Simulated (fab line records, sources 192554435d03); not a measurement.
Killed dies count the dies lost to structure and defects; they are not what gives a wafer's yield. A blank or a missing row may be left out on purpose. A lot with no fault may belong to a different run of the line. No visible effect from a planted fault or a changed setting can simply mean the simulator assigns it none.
A struck lot beside a sound one / flow n5_finfet / 39 steps out of a route of 1938
Sound: wafers L909.1, L909.2, L909.4. Struck: wafer L899.4 (left out: L899.2, L899.6 of the same lot, which were not struck); the cause appears at the end.
At each step with rows: each side's tool, then ch and its chambers, then its first start. Under that, the readings that differ: sound wafers / struck wafers / difference of the means / sigmas: that difference in standard deviations of wafers without a fault.
alike: readings with means less than 2 such deviations apart, plus words and numbers identical on both sides. not compared: withheld readings, readings lacking a value on some wafer, bounds such as >300 that could conceal the same value, and numbers that have no deviation in the record and whose values overlap.
The two part at a step that has a row with sigmas, a row that says differs or no value, or rows on one side only. Numbers that don't overlap but have no deviation are shown without sigmas and don't part them. Lack of a reading on every wafer of one side parts them only where that side has two or more wafers.

first, 9 steps without rows for these wafers: N5_BEOL_M14_SOFTBAKE_23 (time 60 s); N5_BEOL_M14_EXPOSE_25 (exposes mask M14, target cd 280 nm); N5_BEOL_M14_PEB_26 (peb time 90 s); N5_BEOL_M14_DEVELOP_27 (develop time 45 s); N5_BEOL_M14_HARDBAKE_32 (time 120 s); N5_BEOL_M14_DESCUM_33 (chemistry O2, time 7.9 s); N5_BEOL_M14_ETCH_67 (etches SiARC in CF4, target depth 143 nm, time 238.3 s); N5_BEOL_M14_ETCH_68 (etches SOC in N2/H2, time 450 s); N5_BEOL_M14_STRIP_69 (strips in N2/H2).
N5_BEOL_M14_TRENCH_ETCH_34: etches SiO2 in C4F8/O2/Ar, target depth 556.65 nm, time 126.9 s.
  sound on rie_diel-02 ch 0,1, day 17 08:40; struck on rie_diel-05 ch 0, day 15 13:18
reading=model.etch.depth_nm (nm); sound=544.5 562.6 558.1; struck=829.2; difference=+274.1; sigmas=
  alike: bias_w, chamber_pressure_mTorr, drypump_motor_current_A, oes_product_au, rf_fwd_power_W, rf_vpp_V, showerhead_plenum_p_Torr, throttle_valve_pct
  not compared: rf_hours_counter_h
then, 1 step without rows for these wafers: N5_BEOL_M14_STRIP_70 (strips in C4F8/O2/Ar).
N5_BEOL_M14_OCD_MEAS_35:
  sound: ocd-01 at day 17 08:50; struck: ocd-02 at day 15 13:28
reading=trench_depth_nm (nm); sound=545 563 558; struck=829; difference=+274; sigmas=+35
then, 11 steps without rows for these wafers: N5_BEOL_M14_STRIP_37 (strips in O2); N5_BEOL_M14_ETCH_38 (etches SiCN in CF4/N2, target depth 106.5 nm, time 120.6 s); N5_BEOL_M14_PRECLEAN_39 (cleans in residue remover, time 60 s); N5_BEOL_M14_SRD_40 (time 30 s, dry time 30 s); N5_BEOL_M14_DEGAS_41 (time 60 s); N5_BEOL_M14_PRE_CLEAN_42 (time 30 s); N5_BEOL_M14_SPUTTER_43 (material TaN, target thk 15 nm, time 24.19 s); N5_BEOL_M14_SPUTTER_44 (material Ta, target thk 15 nm, time 24.19 s); N5_BEOL_M14_SPUTTER_45 (material Cu, target thk 100 nm, time 16.67 s); N5_BEOL_M14_ECD_47 (material Cu, target thk 1248 nm); N5_BEOL_M14_ANNEAL_48 (time 90 s).
N5_BEOL_M14_CMP_49: polishes, stops on SiO2, t overpolish 5.2 s, target thk 560 nm.
  sound on cmp-01 ch 0,1,2, day 17 11:26; struck on cmp-01 ch 3, day 15 17:35
reading=head_pressure_psi (psi); sound=1.993 1.998 2.001; struck=2.007; difference=+0.010; sigmas=+2
reading=time_to_endpoint_s (s); sound=123 121 119; struck=114; difference=-7; sigmas=-2
reading=model.Cu_of_BEOL_M14_ECD_47.thk_nm (nm); sound=548.4 567.2 561.2; struck=831.2; difference=+272.3; sigmas=
  alike: barrier_field_endpoint_s, clearing_platen_rpm, motor_current_A, overpolish_run_s
N5_BEOL_M14_THK_MEAS_50: measures by xrf.
  sound: film_metro-02 at day 17 11:43; struck: film_metro-01 at day 15 17:52
reading=M14_THK (nm); sound=543 561 556; struck=822; difference=+269; sigmas=+33
then, 2 steps without rows for these wafers: N5_BEOL_M14_PRE_CLEAN_52 (time 15 s); N5_BEOL_M14_DEP_53 (deposits SiCN from 3MS/NH3, target thk 50 nm, time 17.8 s).
N5_BEOL_M14_RS_MEAS_54: uses a four-point probe to measure.
  sound: film_metro-02 at day 17 11:51; struck: film_metro-02 at day 15 18:00
reading=M14_RS (ohm/sq); sound=0.0340 0.0328 0.0332; struck=0.0223; difference=-0.0110; sigmas=-23
then, 9 steps without rows for these wafers: N5_BEOL_M15_ILD_DEP_00 (deposits SiO2 from TEOS/O2, target thk 1629.3 nm, time 346.1 s); N5_BEOL_M15_COAT_58 (time 60 s, resist thk 89 nm); N5_BEOL_M15_COAT_04 (resist thk 800 nm); N5_BEOL_M15_EBR_06; N5_BEOL_M15_SOFTBAKE_05 (time 60 s); N5_BEOL_M15_EXPOSE_07 (exposes mask V14); N5_BEOL_M15_PEB_08 (peb time 90 s); N5_BEOL_M15_DEVELOP_09 (develop time 45 s); N5_BEOL_M15_HARDBAKE_14 (time 120 s).
N5_BEOL_M15_RC_MEAS_101:
  sound on prober-01 ch 0, day 17 16:57; struck on prober-02 ch 0, day 16 00:55
reading=COMB_M11 (S/m); sound=1.4e-11 1.6e-11 1.1e-11; struck=2e-11; difference=+6e-12; sigmas=+2
reading=COMB_M5 (S/m); sound=4.9e-11 5.2e-11 3.9e-11; struck=2.6e-11; difference=-2.1e-11; sigmas=-3
reading=SERP_M14 (ohm/um); sound=0.1648 0.1579 0.1611; struck=0.1050; difference=-0.0563; sigmas=-19
reading=SERP_M14_max_site (ohm/um); sound=0.1676 0.1600 0.1626; struck=0.1058; difference=-0.0576; sigmas=-20
reading=SERP_M6 (ohm/um); sound=14.6 14.6 14.9; struck=13.6; difference=-1.1; sigmas=-2
reading=SERP_M7 (ohm/um); sound=13.1 14.1 12.5; struck=14.9; difference=+1.7; sigmas=+3
  alike: COMB_M10, COMB_M12, COMB_M13, COMB_M15, COMB_M6, COMB_M7, COMB_M8, COMB_M9, SERP_M10, SERP_M11, SERP_M12, SERP_M12_max_site, SERP_M13, SERP_M5, SERP_M8, SERP_M9
N5_PASSIVATION_PROBE_49:
  sound: prober-01 at day 18 06:43; struck: prober-02 at day 16 15:02
reading=killed_at_other; sound=2 2 1; struck=10; difference=+8; sigmas=+3
  alike: defect_limited_yield, killed_at_M0_to_M3, killed_at_M4_up, killed_at_contacts, killed_at_front_end, killed_dies, killed_on_rim, killed_open, killed_short, sort_bin_5_function, sort_bin_6_memory, sort_n_pass, sort_yield_pct

WHERE THEY PART
Last at N5_PASSIVATION_PROBE_49 as far as this record goes, first at N5_BEOL_M14_OCD_MEAS_35.

WHY: what had been put in by the simulator
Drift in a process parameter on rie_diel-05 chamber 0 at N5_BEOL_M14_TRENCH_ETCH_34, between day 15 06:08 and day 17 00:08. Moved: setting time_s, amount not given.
